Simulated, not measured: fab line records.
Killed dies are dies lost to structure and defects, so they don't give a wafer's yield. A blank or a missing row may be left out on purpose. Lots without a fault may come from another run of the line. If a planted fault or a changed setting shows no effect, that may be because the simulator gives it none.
What tool caused it?	flow n5 finfet	Sampling: 9 lots, 27 wafers, 7 of 1938 route steps

## WHAT THE GAUGES SHOWED, per wafer
N5_FIN_SAQP_INSPECT_40: inspects for defects (brightfield). Usual: raw defect count at 244, with a standard deviation of 77.
lot	measured	on	raw defect count	flag
L358	day 2 10:23	defect inspect-01	177 98 130	
L359	day 2 13:47	defect inspect-02	127 200 208	
L361	day 3 02:02	defect inspect-02	327 279 330	
L364	day 3 21:50	defect inspect-02	366 270 391	
L367	day 4 16:00	defect inspect-01	308 351 239	
L369	day 5 03:02	defect inspect-01	164 190 302	
L370	day 5 08:52	defect inspect-01	220 394 238	
L371	day 5 13:46	defect inspect-01	242 291 200	
L373	day 6 04:04	defect inspect-02	231 472 558	

N5_FIN_CUT_CD_MEAS_08: target cd 29.1 nm. Usual: cd nm at 29.05 nm, with a standard deviation of 0.22.
lot	measured	on	cd nm (nm)	flag
L358	day 2 10:41	cd sem-02	29.03 28.89 29.03	
L359	day 2 14:13	cd sem-01	28.67 28.84 29.08	
L361	day 3 02:20	cd sem-03	29.17 28.97 29.17	
L364	day 3 22:08	cd sem-01	29.25 29.39 29.10	
L367	day 4 16:19	cd sem-03	29.33 29.07 29.16	
L369	day 5 03:20	cd sem-01	28.87 29.23 29.09	
L370	day 5 09:10	cd sem-02	28.95 28.95 28.93	
L371	day 5 14:04	cd sem-02	29.06 29.05 29.30	
L373	day 6 04:22	cd sem-01	29.30 28.87 28.79	

N5_FIN_CUT_INSPECT_10: inspects for defects (brightfield). Usual: raw defect count at 44, with a standard deviation of 13.
lot	measured	on	raw defect count	flag
L358	day 2 10:46	defect inspect-02	48 20 32	
L359	day 2 14:19	defect inspect-02	28 39 56	
L361	day 3 02:26	defect inspect-02	63 46 54	
L364	day 3 22:14	defect inspect-02	68 42 59	
L367	day 4 16:24	defect inspect-01	55 59 38	
L369	day 5 03:26	defect inspect-01	31 29 40	
L370	day 5 09:15	defect inspect-01	46 65 38	
L371	day 5 14:10	defect inspect-02	57 57 44	
L373	day 6 04:27	defect inspect-02	36 297 322	OFF

N5_FIN_CUT_INSPECT_17: inspects for defects (brightfield). Usual: raw defect count at 248, with a standard deviation of 78.
lot	measured	on	raw defect count	flag
L358	day 2 11:50	defect inspect-02	218 115 161	
L359	day 2 15:25	defect inspect-02	144 203 202	
L361	day 3 03:28	defect inspect-02	350 290 334	
L364	day 3 23:15	defect inspect-02	374 267 415	
L367	day 4 17:37	defect inspect-01	321 343 229	
L369	day 5 04:58	defect inspect-01	174 205 308	
L370	day 5 10:12	defect inspect-01	224 393 228	
L371	day 5 15:06	defect inspect-01	249 275 201	
L373	day 6 05:32	defect inspect-01	200 442 518	

## WHICH TOOL RAN EACH LOT (tool, then ch and the chambers of the sampled wafers, then the start)
lot	N5_FIN_SAQP_SPACER1_ALD_24	N5_FIN_SAQP_ETCH_67	N5_FIN_SAQP_STRIP_77
L358	ald sin-02 ch 0,3, day 2 06:39	rie diel-05 ch 0,1,2, day 2 08:49	rie diel-06 ch 2,3, day 2 09:56
L359	ald sin-01 ch 0,2,3, day 2 10:40	rie diel-03 ch 0,1,2, day 2 12:25	rie diel-05 ch 0,1,2, day 2 13:21
L361	ald sin-03 ch 0,1, day 2 22:56	rie diel-03 ch 1,2, day 3 00:41	rie diel-03 ch 0,2,3, day 3 01:35
L364	ald sin-01 ch 0,3, day 3 18:26	rie diel-03 ch 0,2, day 3 20:20	rie diel-06 ch 0,1, day 3 21:22
L367	ald sin-02 ch 1,2,3, day 4 11:46	rie diel-06 ch 0,1,2, day 4 14:14	rie diel-03 ch 0,1,2, day 4 15:33
L369	ald sin-03 ch 0,3, day 4 23:56	rie diel-06 ch 0,2, day 5 01:38	rie diel-06 ch 0,1,2, day 5 02:35
L370	ald sin-02 ch 0,1,2, day 5 05:27	rie diel-03 ch 2,3, day 5 07:22	rie diel-03 ch 1,2, day 5 08:24
L371	ald sin-03 ch 0,1,2, day 5 10:42	rie diel-05 ch 0,2,3, day 5 12:24	rie diel-05 ch 0,1,3, day 5 13:18
L373	ald sin-03 ch 2,3, day 6 00:52	rie diel-05 ch 1,2, day 6 02:34	rie diel-05 ch 0,2,3, day 6 03:37
- N5_FIN_SAQP_SPACER1_ALD_24: deposits SiO2, target thk 20.3 nm, pulse time 1 s, purge time 2 s.
- N5_FIN_SAQP_ETCH_67: etches SiNx in CH3F/O2, target depth 30 nm.
- N5_FIN_SAQP_STRIP_77: strips in N2/H2, time 90 s.

## WHAT THE TOOLS THEMSELVES READ (means of the sampled wafers that have a number; where no wafer has one, the mark that the record gives instead)
N5_FIN_SAQP_SPACER1_ALD_24. Usual: chamber pressure Torr 1.999 Torr, standard deviation 0.0044; heater power w 487 W, standard deviation 35; precursor pulse height rel 1.001, standard deviation 0.018; susceptor temp C 300.02 C, standard deviation 0.17.
lot	tool	chamber pressure Torr (Torr)	heater power w (W)	precursor pulse height rel	susceptor temp C (C)	flag
L358	ald sin-02	1.993	485	0.987	299.82	
L359	ald sin-01	1.997	472	0.993	300.01	
L361	ald sin-03	2.000	491	0.999	299.95	
L364	ald sin-01	2.004	485	1.007	299.94	
L367	ald sin-02	1.999	480	1.005	300.23	
L369	ald sin-03	2.000	491	0.995	299.97	
L370	ald sin-02	1.999	452	0.998	299.87	
L371	ald sin-03	2.003	496	1.007	300.00	
L373	ald sin-03	2.002	511	1.010	300.13	

N5_FIN_SAQP_ETCH_67. Usual: for drypump motor current A, 5.49 A with a standard deviation of 0.22; for mfc ar sccm, 149.9 sccm with a standard deviation of 0.47; for oes_o_777_au, 0.79 a.u. with a standard deviation of 0.072; for oes product au, 0.79 a.u. with a standard deviation of 0.076; for rf vpp V, 298.5 V with a standard deviation of 2.5; for showerhead plenum p Torr, 2.00 Torr with a standard deviation of 0.067; for throttle valve pct, 16.32 % with a standard deviation of 0.22.
lot	tool	drypump motor current A (A)	mfc ar sccm (sccm)	oes_o_777_au (a.u.)	oes product au (a.u.)	rf vpp V (V)	showerhead plenum p Torr (Torr)	throttle valve pct (%)	flag
L358	rie diel-05	5.52	150.6	0.76	0.76	299.2	2.05	16.42	
L359	rie diel-03	5.51	150.1	0.75	0.76	297.4	1.98	16.29	
L361	rie diel-03	5.55	149.6	0.75	0.75	296.7	1.92	16.33	
L364	rie diel-03	5.54	149.8	0.77	0.78	295.0	1.90	16.31	
L367	rie diel-06	5.54	149.8	0.78	0.79	298.7	1.99	16.17	
L369	rie diel-06	5.36	150.1	0.75	0.76	300.2	1.97	16.27	
L370	rie diel-03	5.49	149.8	0.81	0.82	295.2	1.91	16.39	
L371	rie diel-05	5.54	150.1	0.82	0.83	298.6	2.04	16.33	
L373	rie diel-05	5.66	150.2	0.71	0.70	300.4	2.03	16.49	

N5_FIN_SAQP_STRIP_77. Usual: drypump motor current A 5.50 A, standard deviation 0.22; oes product au 0.80 a.u., standard deviation 0.086; rf vpp V 45.3 V, standard deviation 0.84; showerhead plenum p Torr 3.38 Torr, standard deviation 0.11; throttle valve pct 12.18 %, standard deviation 0.23.
lot	tool	drypump motor current A (A)	oes product au (a.u.)	rf vpp V (V)	showerhead plenum p Torr (Torr)	throttle valve pct (%)	flag
L358	rie diel-06	5.29	0.80	45.1	3.39	12.07	
L359	rie diel-05	5.55	0.75	44.9	3.46	12.28	
L361	rie diel-03	5.46	0.86	44.6	3.33	12.10	
L364	rie diel-06	5.77	0.82	45.0	3.37	11.98	
L367	rie diel-03	5.51	0.83	45.0	3.32	11.99	
L369	rie diel-06	5.57	0.79	45.6	3.34	12.05	
L370	rie diel-03	5.51	0.88	45.0	3.34	11.88	
L371	rie diel-05	5.44	0.81	46.1	3.48	12.29	
L373	rie diel-05	5.56	0.83	44.8	3.44	12.12	

## THE ANSWER, worked out from the rows above alone
Rule: take the mean of a lot's wafers that have a number; if it is more than 3 standard deviations from the usual mean, the lot is off. Also off: a lot with no number at a reading for which 4 or more lots have one. Where the step has rows for the other lots, those lots are counted as sound. First the gauges in route order, then the tools' own readings, where a lot's mean is used as printed above. At the first step where some lot is off, the reading lying furthest off is the one used; lots without a number count as furthest.
Off: L373 (N5_FIN_CUT_INSPECT_10, raw defect count).
A tool fits if, at a process step before that reading, it ran every lot that is off, and no sound lot after the first of them. Gauges at N5_FIN_CUT_INSPECT_10: tried the same way as those tools. Can't be told from this: 3 tools fit, ald sin-03 at N5_FIN_SAQP_SPACER1_ALD_24, rie diel-05 at N5_FIN_SAQP_ETCH_67 and N5_FIN_SAQP_STRIP_77, defect inspect-02 at N5_FIN_CUT_INSPECT_10.

## WHAT WAS PUT IN BY THE SIMULATOR
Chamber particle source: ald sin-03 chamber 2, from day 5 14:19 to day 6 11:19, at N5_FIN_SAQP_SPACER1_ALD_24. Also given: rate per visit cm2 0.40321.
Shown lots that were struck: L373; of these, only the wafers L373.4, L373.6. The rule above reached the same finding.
